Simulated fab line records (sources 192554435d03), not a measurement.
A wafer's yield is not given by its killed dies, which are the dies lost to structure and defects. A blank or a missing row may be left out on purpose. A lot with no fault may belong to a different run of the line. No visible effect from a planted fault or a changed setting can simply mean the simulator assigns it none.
Which tool was responsible? :: flow n5_finfet :: 30 wafers from 10 lots sampled at 6 of the route's 1938 steps

## WHAT THE GAUGES SHOWED, per wafer
N5_MOL_CONTACT_COAG_OVL_MEAS_85.
lot: L263
measured: day 5 07:12
on: overlay-01
VG_OVL (nm): 0.5 1.0 1.0

lot: L264
measured: day 5 09:11
on: overlay-01
VG_OVL (nm): -0.2 0.6 -0.7

lot: L265
measured: day 5 18:16
on: overlay-01
VG_OVL (nm): 0.8 -1.3 -0.8

lot: L269
measured: day 6 20:26
on: overlay-01
VG_OVL (nm): -1.6 -1.1 -0.7

lot: L270
measured: day 7 02:23
on: overlay-02
VG_OVL (nm): -1.2 -1.1 -0.4

lot: L272
measured: day 7 10:44
on: overlay-01
VG_OVL (nm): 0.0 0.5 0.3

lot: L274
measured: day 8 07:20
on: overlay-01
VG_OVL (nm): 0.3 -0.4 -0.7

lot: L282
measured: day 9 21:16
on: overlay-01
VG_OVL (nm): -0.1 0.9 -0.3

lot: L283
measured: day 10 04:01
on: overlay-01
VG_OVL (nm): 0.5 0.4 -0.3

lot: L285
measured: day 10 20:06
on: overlay-01
VG_OVL (nm): 1.1 0.8 -0.2

N5_MOL_CONTACT_COAG_INSPECT_57: inspects for defects (brightfield).
lot: L263
measured: day 5 07:14
on: defect_inspect-02
raw_defect_count: 212 151 136

lot: L264
measured: day 5 09:14
on: defect_inspect-02
raw_defect_count: 257 236 293

lot: L265
measured: day 5 18:20
on: defect_inspect-02
raw_defect_count: 148 135 159

lot: L269
measured: day 6 20:29
on: defect_inspect-02
raw_defect_count: 281 288 290

lot: L270
measured: day 7 02:26
on: defect_inspect-01
raw_defect_count: 216 196 169

lot: L272
measured: day 7 10:48
on: defect_inspect-02
raw_defect_count: 278 273 320

lot: L274
measured: day 8 07:23
on: defect_inspect-01
raw_defect_count: 226 272 261

lot: L282
measured: day 9 21:19
on: defect_inspect-01
raw_defect_count: 969 945 945

lot: L283
measured: day 10 04:04
on: defect_inspect-01
raw_defect_count: 162 240 190

lot: L285
measured: day 10 20:09
on: defect_inspect-01
raw_defect_count: 872 874 894

N5_BEOL_M4_RC_MEAS_101.
lot: L263
measured: day 8 17:21
on: prober-01
DIBL_N (mV/V): 35.6 34.3 35.9
DIBL_P (mV/V): 34.2 33.4 34.4
IOFF_N (nA/um): 0.157 0.136 0.157
IOFF_P (nA/um): 0.207 0.192 0.203
ION_N (uA/um): 673 661 664
ION_P (uA/um): 457 461 457
SS_N (mV/dec): 71.9 71.4 71.1
SS_P (mV/dec): 72.7 72.6 72.8
VT_N (mV): 246.0 249.0 248.9
VT_P (mV): -248 -249 -250

lot: L264
measured: day 8 15:50
on: prober-02
DIBL_N (mV/V): 37.2 35.4 34.5
DIBL_P (mV/V): 36.6 34.2 32.8
IOFF_N (nA/um): 0.163 0.129 0.117
IOFF_P (nA/um): 0.231 0.187 0.180
ION_N (uA/um): 675 664 659
ION_P (uA/um): 466 461 458
SS_N (mV/dec): 71.6 70.4 70.5
SS_P (mV/dec): 73.9 73.0 72.1
VT_N (mV): 247.0 253.1 252.6
VT_P (mV): -247 -248 -250

lot: L265
measured: day 8 18:48
on: prober-01
DIBL_N (mV/V): 35.3 35.4 34.2
DIBL_P (mV/V): 35.6 35.4 33.7
IOFF_N (nA/um): 0.162 0.156 0.144
IOFF_P (nA/um): 0.216 0.221 0.187
ION_N (uA/um): 677 663 671
ION_P (uA/um): 466 462 457
SS_N (mV/dec): 71.7 71.7 70.8
SS_P (mV/dec): 73.3 73.4 72.3
VT_N (mV): 247.9 249.2 250.9
VT_P (mV): -248 -249 -251

lot: L269
measured: day 9 17:58
on: prober-01
DIBL_N (mV/V): 39.1 38.6 38.9
DIBL_P (mV/V): 38.6 37.1 37.1
IOFF_N (nA/um): 0.197 0.182 0.195
IOFF_P (nA/um): 0.257 0.242 0.238
ION_N (uA/um): 682 665 678
ION_P (uA/um): 466 454 458
SS_N (mV/dec): 72.3 71.6 73.4
SS_P (mV/dec): 73.6 74.0 73.4
VT_N (mV): 247.3 248.6 250.4
VT_P (mV): -245 -246 -249

lot: L270
measured: day 9 20:37
on: prober-01
DIBL_N (mV/V): 35.3 36.1 36.7
DIBL_P (mV/V): 35.5 35.9 35.6
IOFF_N (nA/um): 0.133 0.149 0.151
IOFF_P (nA/um): 0.177 0.185 0.174
ION_N (uA/um): 677 661 668
ION_P (uA/um): 462 451 447
SS_N (mV/dec): 70.9 71.3 71.6
SS_P (mV/dec): 72.4 73.4 72.5
VT_N (mV): 253.2 251.9 252.9
VT_P (mV): -255 -255 -258

lot: L272
measured: day 10 16:14
on: prober-01
DIBL_N (mV/V): 34.8 36.0 36.4
DIBL_P (mV/V): 33.3 35.0 35.6
IOFF_N (nA/um): 0.128 0.153 0.152
IOFF_P (nA/um): 0.189 0.218 0.225
ION_N (uA/um): 669 679 662
ION_P (uA/um): 468 465 464
SS_N (mV/dec): 72.3 71.9 71.5
SS_P (mV/dec): 73.1 72.9 72.9
VT_N (mV): 252.8 248.1 250.0
VT_P (mV): -247 -248 -247

lot: L274
measured: day 11 00:20
on: prober-01
DIBL_N (mV/V): 38.0 35.7 35.8
DIBL_P (mV/V): 37.9 35.1 35.1
IOFF_N (nA/um): 0.180 0.140 0.141
IOFF_P (nA/um): 0.227 0.175 0.172
ION_N (uA/um): 677 677 655
ION_P (uA/um): 463 456 449
SS_N (mV/dec): 71.9 71.7 71.4
SS_P (mV/dec): 73.6 73.2 72.9
VT_N (mV): 247.7 252.3 253.1
VT_P (mV): -250 -255 -254

lot: L282
measured: day 12 20:58
on: prober-02
DIBL_N (mV/V): 36.2 36.3 35.9
DIBL_P (mV/V): 36.8 36.8 36.0
IOFF_N (nA/um): 0.153 0.158 0.143
IOFF_P (nA/um): 0.207 0.213 0.194
ION_N (uA/um): 675 671 663
ION_P (uA/um): 466 460 457
SS_N (mV/dec): 71.5 71.3 71.1
SS_P (mV/dec): 72.7 73.0 72.4
VT_N (mV): 250.7 251.5 253.7
VT_P (mV): -250 -249 -251

lot: L283
measured: day 13 05:38
on: prober-01
DIBL_N (mV/V): 36.0 34.7 37.8
DIBL_P (mV/V): 35.2 33.2 37.7
IOFF_N (nA/um): 0.143 0.120 0.188
IOFF_P (nA/um): 0.185 0.159 0.224
ION_N (uA/um): 674 655 682
ION_P (uA/um): 459 450 464
SS_N (mV/dec): 71.3 72.0 71.5
SS_P (mV/dec): 72.9 72.7 73.9
VT_N (mV): 252.5 253.5 245.5
VT_P (mV): -254 -254 -251

lot: L285
measured: day 13 14:47
on: prober-01
DIBL_N (mV/V): 33.6 36.1 33.8
DIBL_P (mV/V): 33.7 36.6 33.5
IOFF_N (nA/um): 0.105 0.139 0.106
IOFF_P (nA/um): 0.161 0.207 0.159
ION_N (uA/um): 653 663 644
ION_P (uA/um): 456 461 452
SS_N (mV/dec): 71.3 71.6 70.9
SS_P (mV/dec): 72.2 73.2 72.9
VT_N (mV): 254.8 251.6 255.0
VT_P (mV): -251 -251 -254

## WHICH TOOL RAN EACH LOT (tool, then ch and the chambers of the sampled wafers, then the start)
lot: L263
N5_MOL_CONTACT_COAG_TI_SIL_19: pvd_sputter-01, day 4 15:52
N5_MOL_CONTACT_COAG_SIL_ANNEAL_21: rtp_anneal-01 ch 0, day 4 16:41
N5_MOL_CONTACT_COAG_CMP_28: cmp-01 ch 0,1,2, day 5 03:27

lot: L264
N5_MOL_CONTACT_COAG_TI_SIL_19: pvd_sputter-02, day 4 21:32
N5_MOL_CONTACT_COAG_SIL_ANNEAL_21: rtp_anneal-02 ch 0, day 4 22:11
N5_MOL_CONTACT_COAG_CMP_28: cmp-01 ch 1,3, day 5 06:04

lot: L265
N5_MOL_CONTACT_COAG_TI_SIL_19: pvd_sputter-02, day 5 10:22
N5_MOL_CONTACT_COAG_SIL_ANNEAL_21: rtp_anneal-02 ch 0, day 5 10:53
N5_MOL_CONTACT_COAG_CMP_28: cmp-02 ch 1,3, day 5 16:55

lot: L269
N5_MOL_CONTACT_COAG_TI_SIL_19: pvd_sputter-03, day 6 10:52
N5_MOL_CONTACT_COAG_SIL_ANNEAL_21: rtp_anneal-01 ch 0, day 6 11:24
N5_MOL_CONTACT_COAG_CMP_28: cmp-01 ch 1,2,3, day 6 18:57

lot: L270
N5_MOL_CONTACT_COAG_TI_SIL_19: pvd_sputter-01, day 6 14:13
N5_MOL_CONTACT_COAG_SIL_ANNEAL_21: rtp_anneal-01 ch 0, day 6 14:43
N5_MOL_CONTACT_COAG_CMP_28: cmp-01 ch 0,1,2, day 6 22:50

lot: L272
N5_MOL_CONTACT_COAG_TI_SIL_19: pvd_sputter-01, day 7 01:40
N5_MOL_CONTACT_COAG_SIL_ANNEAL_21: rtp_anneal-02 ch 0, day 7 02:23
N5_MOL_CONTACT_COAG_CMP_28: cmp-01 ch 0,1,2, day 7 08:50

lot: L274
N5_MOL_CONTACT_COAG_TI_SIL_19: pvd_sputter-02, day 7 20:42
N5_MOL_CONTACT_COAG_SIL_ANNEAL_21: rtp_anneal-01 ch 0, day 7 21:16
N5_MOL_CONTACT_COAG_CMP_28: cmp-04 ch 0,2, day 8 05:35

lot: L282
N5_MOL_CONTACT_COAG_TI_SIL_19: pvd_sputter-03, day 9 13:18
N5_MOL_CONTACT_COAG_SIL_ANNEAL_21: rtp_anneal-02 ch 0, day 9 13:47
N5_MOL_CONTACT_COAG_CMP_28: cmp-02 ch 1,3, day 9 20:05

lot: L283
N5_MOL_CONTACT_COAG_TI_SIL_19: pvd_sputter-02, day 9 20:33
N5_MOL_CONTACT_COAG_SIL_ANNEAL_21: rtp_anneal-01 ch 0, day 9 21:03
N5_MOL_CONTACT_COAG_CMP_28: cmp-01 ch 0,1,3, day 10 02:46

lot: L285
N5_MOL_CONTACT_COAG_TI_SIL_19: pvd_sputter-02, day 10 09:50
N5_MOL_CONTACT_COAG_SIL_ANNEAL_21: rtp_anneal-02 ch 0, day 10 10:26
N5_MOL_CONTACT_COAG_CMP_28: cmp-02 ch 0,3, day 10 17:16
- N5_MOL_CONTACT_COAG_TI_SIL_19: material Ti, target thk 4.2 nm, time 15 s.
- N5_MOL_CONTACT_COAG_SIL_ANNEAL_21: time 60 s.
- N5_MOL_CONTACT_COAG_CMP_28: polishes, stops on SiNx, t overpolish 0.85 s, target thk 14.522 nm.

## AS READ BY THE TOOLS THEMSELVES (means over the sampled wafers that have a number; for cases with no such wafer, the mark the record gives instead)
N5_MOL_CONTACT_COAG_TI_SIL_19.
lot: L263
tool: pvd_sputter-01
throttle_valve_pct (%): 30.3

lot: L264
tool: pvd_sputter-02
throttle_valve_pct (%): 30.3

lot: L265
tool: pvd_sputter-02
throttle_valve_pct (%): 29.4

lot: L269
tool: pvd_sputter-03
throttle_valve_pct (%): 31.5

lot: L270
tool: pvd_sputter-01
throttle_valve_pct (%): 30.0

lot: L272
tool: pvd_sputter-01
throttle_valve_pct (%): 29.9

lot: L274
tool: pvd_sputter-02
throttle_valve_pct (%): 30.7

lot: L282
tool: pvd_sputter-03
throttle_valve_pct (%): 31.3

lot: L283
tool: pvd_sputter-02
throttle_valve_pct (%): 29.8

lot: L285
tool: pvd_sputter-02
throttle_valve_pct (%): 30.1

N5_MOL_CONTACT_COAG_SIL_ANNEAL_21.
lot: L263
tool: rtp_anneal-01
lamp_power_pct (%): 7.3
wafer_temp_C_max: 551.7

lot: L264
tool: rtp_anneal-02
lamp_power_pct (%): 6.1
wafer_temp_C_max: 553.2

lot: L265
tool: rtp_anneal-02
lamp_power_pct (%): 6.0
wafer_temp_C_max: 552.7

lot: L269
tool: rtp_anneal-01
lamp_power_pct (%): 7.3
wafer_temp_C_max: 552.1

lot: L270
tool: rtp_anneal-01
lamp_power_pct (%): 7.3
wafer_temp_C_max: 551.8

lot: L272
tool: rtp_anneal-02
lamp_power_pct (%): 6.0
wafer_temp_C_max: 553.0

lot: L274
tool: rtp_anneal-01
lamp_power_pct (%): 7.3
wafer_temp_C_max: 551.9

lot: L282
tool: rtp_anneal-02
lamp_power_pct (%): 6.0
wafer_temp_C_max: 552.7

lot: L283
tool: rtp_anneal-01
lamp_power_pct (%): 7.3
wafer_temp_C_max: 551.8

lot: L285
tool: rtp_anneal-02
lamp_power_pct (%): 6.1
wafer_temp_C_max: 552.7

N5_MOL_CONTACT_COAG_CMP_28.
lot: L263
tool: cmp-01
motor_current_A (A): 12.1
slurry_flow_ml_min: 150.3
time_to_endpoint_s (s): 7.2

lot: L264
tool: cmp-01
motor_current_A (A): 12.1
slurry_flow_ml_min: 149.8
time_to_endpoint_s (s): 4.9

lot: L265
tool: cmp-02
motor_current_A (A): 12.5
slurry_flow_ml_min: 149.9
time_to_endpoint_s (s): 3.4

lot: L269
tool: cmp-01
motor_current_A (A): 12.3
slurry_flow_ml_min: 150.3
time_to_endpoint_s (s): 3.3

lot: L270
tool: cmp-01
motor_current_A (A): 12.1
slurry_flow_ml_min: 150.2
time_to_endpoint_s (s): 9.0

lot: L272
tool: cmp-01
motor_current_A (A): 12.0
slurry_flow_ml_min: 150.0
time_to_endpoint_s (s): 5.9

lot: L274
tool: cmp-04
motor_current_A (A): 11.9
slurry_flow_ml_min: 150.0
time_to_endpoint_s (s): 4.3

lot: L282
tool: cmp-02
motor_current_A (A): 13.7
slurry_flow_ml_min: 149.9
time_to_endpoint_s (s): 4.9

lot: L283
tool: cmp-01
motor_current_A (A): 11.2
slurry_flow_ml_min: 149.7
time_to_endpoint_s (s): 3.1

lot: L285
tool: cmp-02
motor_current_A (A): 11.9
slurry_flow_ml_min: 149.8
time_to_endpoint_s (s): 3.1

## THE ANSWER, worked out from the rows above alone
Rule: the usual values come from the lots themselves. The widest of any qualifying gaps counts: lots, ordered by their means at a reading, are off when they make up no more than a third of the lots, leave a main group of 4 or more, and stand apart from it by 3 or more times the standard deviation of that group's means. A main group is skipped when, at the precision printed for the reading in the tables above, its means are all equal. A lot without any number at a reading at which 4 lots or more have one is off too. Where the step has rows for the other lots, those lots are counted as sound. The gauges are gone through in route order, then the tools' own readings, and for those a lot's mean is taken as printed above. The first step at which some lot is off is used, and at that step the reading that is off furthest; a lot without a number counts as furthest.
Off, at N5_MOL_CONTACT_COAG_INSPECT_57 on raw_defect_count: L282, L285. Mean 225 and standard deviation 52 in the main group.
A tool fits if, at a process step before that reading, it ran every lot that is off, and no sound lot after the first of them. The gauges at N5_MOL_CONTACT_COAG_INSPECT_57 are tried like those tools. Undecided on this evidence; 2 tools fit (rtp_anneal-02 at N5_MOL_CONTACT_COAG_SIL_ANNEAL_21, cmp-02 at N5_MOL_CONTACT_COAG_CMP_28).

## WHAT WAS PUT IN BY THE SIMULATOR
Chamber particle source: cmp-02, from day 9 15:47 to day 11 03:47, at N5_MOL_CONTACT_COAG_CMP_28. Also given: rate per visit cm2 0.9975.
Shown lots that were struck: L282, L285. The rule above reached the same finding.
